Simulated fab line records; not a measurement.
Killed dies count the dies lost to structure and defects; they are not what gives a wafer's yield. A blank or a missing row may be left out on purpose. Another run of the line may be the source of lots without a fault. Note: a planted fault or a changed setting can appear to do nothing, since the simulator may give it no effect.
fab line records | flow n5_finfet | part 2 of 2: steps 22 to 30 of 30
[record] lots = 5 wafers = 15 last_day = 17
route steps=1938 shown BEOL_M6@1237 BEOL_M7@1263
lots untouched by any fault: they come from a run of this same line in which no faults occurred
start_h: the number of hours between the record's first day and the start of the first shown wafer of the lot | wait_h: hours since the lot's step before | " the same as in the row above | L1.1+2: a row that stands for several wafers | - no value, or no start was given | * or withheld: withheld | < > ~ a bound
route shown NAME@n: NAME is a module with steps in the file, n the number in the route of the first one | usual: mean/standard deviation taken from wafers without a fault | same: alike in all rows | chamber/n: place in a boat | sites: each site's reading | _std_site: standard deviation across them | _edge_site: the outer-site mean with the inner-site mean subtracted | radius_mm: for every site, how far away it sits from the centre of the wafer | mask NAME#n: copy n | behind: the tool/chamber that last shaped the wafer | hold: reason for holding the lot/hours on hold/outcome of the hold | device: the n, p or np transistor that did not switch | end of line: the tests these same wafers got at the end of their route | a step without rows: its recipe alone | killed: not the wafer's yield, but the dies lost to structure and defects at the first sort | map: dies across one wafer; x = killed, . = not, _ = none there
set.NAME: the setting that was run; set.NAME@STEP: the one run at that earlier step | model.NAME: the simulator's own value behind a step, which no gauge read
a table for each step, a row for each wafer; lots at some steps of the route
services: from which hour (start_h, from the record's first day; less than 0 if before it) a tool's chamber was out of use, for how many hours, and why
[[steps]]
[step N5_BEOL_M6_THK_MEAS_53]
[recipe] thk_meas_gauge = xrf reads = Cu_of_BEOL_M6_ECD_50
[usual] M6_THK = 79.5/2.6
// columns lot.wafer tool chamber start_h wait_h M6_THK[nm]
L075.1 film_metro-01 - 190.62 - 82.1
L075.2 " - " " 76.2
L075.5 " - " " 82.1
L076.2 film_metro-01 - 206.50 - 79.4
L076.4 " - " " 79.1
L076.6 " - " " 78.8
L077.2 film_metro-01 - 210.21 - 81.3
L077.3 " - " " 77.8
L077.6 " - " " 80.7
L093.1 film_metro-01 - 314.48 - 81.5
L093.2 " - " " 81.3
L093.5 " - " " 76.0
L095.2 film_metro-01 - 332.87 - 79.1
L095.3 " - " " 83.4
L095.5 " - " " 84.9
[step N5_BEOL_M6_PRE_CLEAN_55]
[recipe] gas = NH3 time_s = 15 temp_c = withheld rf_power_w = 300
// columns lot.wafer tool chamber start_h wait_h
L075.1+2+5 pecvd-01 1,0,0 190.65 0.0
L076.2+4+6 pecvd-03 1,1,2 206.54 0.0
L077.2+3+6 pecvd-04 0,1,1 210.24 0.0
L093.1+2+5 pecvd-03 1,0,0 314.52 0.0
L095.2+3+5 pecvd-03 1,2,2 332.91 0.0
[step N5_BEOL_M6_DEP_56]
[recipe] material = SiCN target_thk_a = 100 temp_c = withheld precursor = 3MS/NH3 pressure_torr = 3 rf_w = 202 time_s = 17.5
[usual] showerhead_plenum_p_Torr = 3.665/0.013 throttle_valve_pct = 9.1/0.63
// columns lot.wafer tool chamber start_h wait_h showerhead_plenum_p_Torr throttle_valve_pct
L075.1 pecvd-01 1 190.68 0.0 3.671 9.8
L075.2 " 0 " " 3.647 8.6
L075.5 " 0 " " 3.657 8.5
L076.2 pecvd-03 1 206.56 0.0 3.680 9.3
L076.4 " 1 " " 3.680 9.6
L076.6 " 2 " " 3.660 8.9
L077.2 pecvd-04 0 210.28 0.0 3.654 9.8
L077.3 " 1 " " 3.665 9.1
L077.6 " 1 " " 3.669 9.3
L093.1 pecvd-03 1 314.55 0.0 3.687 8.8
L093.2 " 0 " " 3.666 9.4
L093.5 " 0 " " 3.656 9.4
L095.2 pecvd-03 1 332.93 0.0 3.679 9.0
L095.3 " 2 " " 3.665 9.5
L095.5 " 2 " " 3.653 9.3
[step N5_BEOL_M6_RS_MEAS_57]
[recipe] thk_meas_gauge = four-point-probe reads = Cu_of_BEOL_M6_ECD_50+Co_of_BEOL_M6_CVD_78+TaN_of_BEOL_M6_ALD_77
[usual] M6_RS = 0.285/0.011
// columns lot.wafer tool chamber start_h wait_h M6_RS[ohm/sq]
L075.1 film_metro-01 - 190.75 0.1 0.274
L075.2 " - " " 0.300
L075.5 " - " " 0.274
L076.2 film_metro-02 - 206.63 0.1 0.287
L076.4 " - " " 0.290
L076.6 " - " " 0.291
L077.2 film_metro-01 - 210.37 0.1 0.276
L077.3 " - " " 0.292
L077.6 " - " " 0.278
L093.1 film_metro-01 - 314.87 0.3 0.278
L093.2 " - " " 0.280
L093.5 " - " " 0.302
L095.2 film_metro-01 - 333.00 0.1 0.287
L095.3 " - " " 0.269
L095.5 " - " " 0.264
[step N5_BEOL_M6_INSPECT_58]
[recipe] inspect_instrument = darkfield mode = post_dep
[usual] raw_defect_count = 71/26
// columns lot.wafer tool chamber start_h wait_h raw_defect_count
L075.1 defect_inspect-01 - 190.78 0.0 147
L075.2 " - " " 127
L075.5 " - " " 119
L076.2 defect_inspect-01 - 206.66 0.0 62
L076.4 " - " " 87
L076.6 " - " " 99
L077.2 defect_inspect-01 - 210.40 0.0 74
L077.3 " - " " 55
L077.6 " - " " 70
L093.1 defect_inspect-02 - 314.89 0.0 56
L093.2 " - " " 54
L093.5 " - " " 30
L095.2 defect_inspect-02 - 333.03 0.0 107
L095.3 " - " " 63
L095.5 " - " " 93
[step N5_BEOL_M7_ILD_DEP_00]
[recipe] material = SiCOH_lowk target_thk_a = 1797.5 temp_c = 300 precursor = DEMS/porogen pressure_torr = 5 rf_w = 500 time_s = 33.4
[usual] heater_power_outer_w = 144/33 heater_power_w = 304/52 showerhead_plenum_p_Torr = 5.738/0.014 throttle_valve_pct = 13.9/0.86
// columns lot.wafer tool chamber start_h wait_h heater_power_outer_w heater_power_w showerhead_plenum_p_Torr throttle_valve_pct
L075.1 pecvd-02 1 190.82 0.0 146 324 5.729 14.3
L075.2 " 0 " " 159 347 5.731 14.8
L075.5 " 2 " " 178 301 5.732 13.2
L076.2 pecvd-01 0 206.69 0.0 94 254 5.729 13.3
L076.4 " 2 " " 155 291 5.750 12.1
L076.6 " 0 " " 102 266 5.735 13.2
L077.2 pecvd-01 2 210.43 0.0 161 302 5.745 12.4
L077.3 " 1 " " 107 255 5.755 14.8
L077.6 " 1 " " 108 253 5.753 14.9
L093.1 pecvd-02 1 314.93 0.0 143 316 5.724 14.7
L093.2 " 2 " " 154 260 5.753 13.2
L093.5 " 1 " " 142 313 5.731 14.8
L095.2 pecvd-01 0 333.06 0.0 143 322 5.718 13.2
L095.3 " 2 " " 133 268 5.737 12.3
L095.5 " 0 " " 91 255 5.731 13.3
[step N5_BEOL_M7_CURE_74]
[recipe] temp_c = 385 time_s = 240 ambient = He/Ar material = SiCOH_lowk
[usual] lamp_power_pct = 52.32/0.05 wafer_temp_C_max = 386.6/0.64
// columns lot.wafer tool chamber start_h wait_h lamp_power_pct wafer_temp_C_max
L075.1 uv_cure-02 1 191.14 0.3 52.38 386.6
L075.2 " 1 " " 52.32 386.3
L075.5 " 1 " " 52.35 386.5
L076.2 uv_cure-03 1 206.84 0.1 52.34 386.2
L076.4 " 1 " " 52.26 386.2
L076.6 " 1 " " 52.36 386.2
L077.2 uv_cure-02 1 210.77 0.3 52.36 386.5
L077.3 " 1 " " 52.31 386.2
L077.6 " 1 " " 52.36 387.2
L093.1 uv_cure-02 2 315.00 0.0 52.25 386.9
L093.2 " 2 " " 52.29 388.1
L093.5 " 2 " " 52.23 387.5
L095.2 uv_cure-03 2 333.21 0.1 52.39 386.1
L095.3 " 2 " " 52.26 386.3
L095.5 " 2 " " 52.37 386.6
[step N5_BEOL_M7_THK_MEAS_01]
[recipe] reads = SiCOH_lowk_of_BEOL_M7_ILD_DEP_00
[usual] M7_ILD_THK = 154.8/2.6
// columns lot.wafer tool chamber start_h wait_h M7_ILD_THK[nm]
L075.1 film_metro-01 - 191.66 0.4 153.4
L075.2 " - " " 150.5
L075.5 " - " " 152.2
L076.2 film_metro-01 - 207.27 0.4 156.1
L076.4 " - " " 154.4
L076.6 " - " " 159.8
L077.2 film_metro-01 - 211.21 0.4 153.9
L077.3 " - " " 156.4
L077.6 " - " " 158.7
L093.1 film_metro-02 - 315.51 0.4 156.4
L093.2 " - " " 149.9
L093.5 " - " " 157.1
L095.2 film_metro-02 - 333.64 0.4 156.1
L095.3 " - " " 154.3
L095.5 " - " " 157.1
[step N5_BEOL_M7_PECVD_70]
[recipe] material = SiO2 target_thk_a = 200 temp_c = 400 precursor = TEOS/O2 pressure_torr = 5.5 rf_w = 450 teos_flow_sccm = 53.8 gas = O2 flow_sccm = 3000 time_s = 22.7
[usual] heater_power_outer_w = 428/77 heater_power_w = 718/110 showerhead_plenum_p_Torr = 8.78/0.053 throttle_valve_pct = 22.4/1.3
// columns lot.wafer tool chamber start_h wait_h heater_power_outer_w heater_power_w showerhead_plenum_p_Torr throttle_valve_pct
L075.1 pecvd-02 2 191.69 0.0 424 608 8.78 21.1
L075.2 " 0 " " 467 795 8.76 23.6
L075.5 " 2 " " 428 611 8.75 21.0
L076.2 pecvd-02 2 207.31 0.0 472 673 8.82 21.5
L076.4 " 2 " " 497 685 8.80 21.3
L076.6 " 0 " " 407 714 8.74 23.4
L077.2 pecvd-01 0 211.24 0.0 353 649 8.73 21.2
L077.3 " 2 " " 470 697 8.83 19.8
L077.6 " 0 " " 353 671 8.72 21.4
L093.1 pecvd-02 2 315.55 0.0 408 599 8.79 21.4
L093.2 " 0 " " 422 713 8.76 23.8
L093.5 " 2 " " 419 599 8.78 21.4
L095.2 pecvd-01 1 333.68 0.0 377 620 8.83 23.8
L095.3 " 0 " " 327 603 8.74 21.3
L095.5 " 2 " " 469 707 8.84 20.2
[[services]]
// columns tool chamber start_h hours kind
rie_diel-03 0 167.94 1.8 repair
pecvd-01 0 168.30 5.9 repair
ald_metal-04 0 168.96 11.9 repair
pecvd-02 0 182.67 2.3 repair
pecvd-02 - 184.08 0.6 repair
cmp-01 - 200.65 0.3 repair
cmp-01 - 203.69 1.4 repair
uv_cure-01 - 205.79 7.5 pm
pecvd-03 - 209.60 1.2 repair
uv_cure-03 - 225.12 2.8 pm
ald_metal-02 - 226.08 2.8 pm
rie_diel-01 3 233.35 4.4 repair
pecvd-03 2 237.88 5.4 repair
uv_cure-03 - 247.76 1.0 pm
rie_diel-05 2 248.24 5.7 repair
rie_diel-03 1 260.43 9.6 repair
rie_diel-03 3 273.20 6.0 repair
rie_diel-05 - 280.28 28.1 pm
cmp-01 - 291.28 3.5 repair
cvd_co-02 - 302.30 0.5 repair
pecvd-03 2 309.52 7.6 repair
rie_diel-03 1 316.51 4.1 repair
pvd_sputter-03 - 316.53 4.6 repair
pecvd-01 1 319.44 7.1 repair
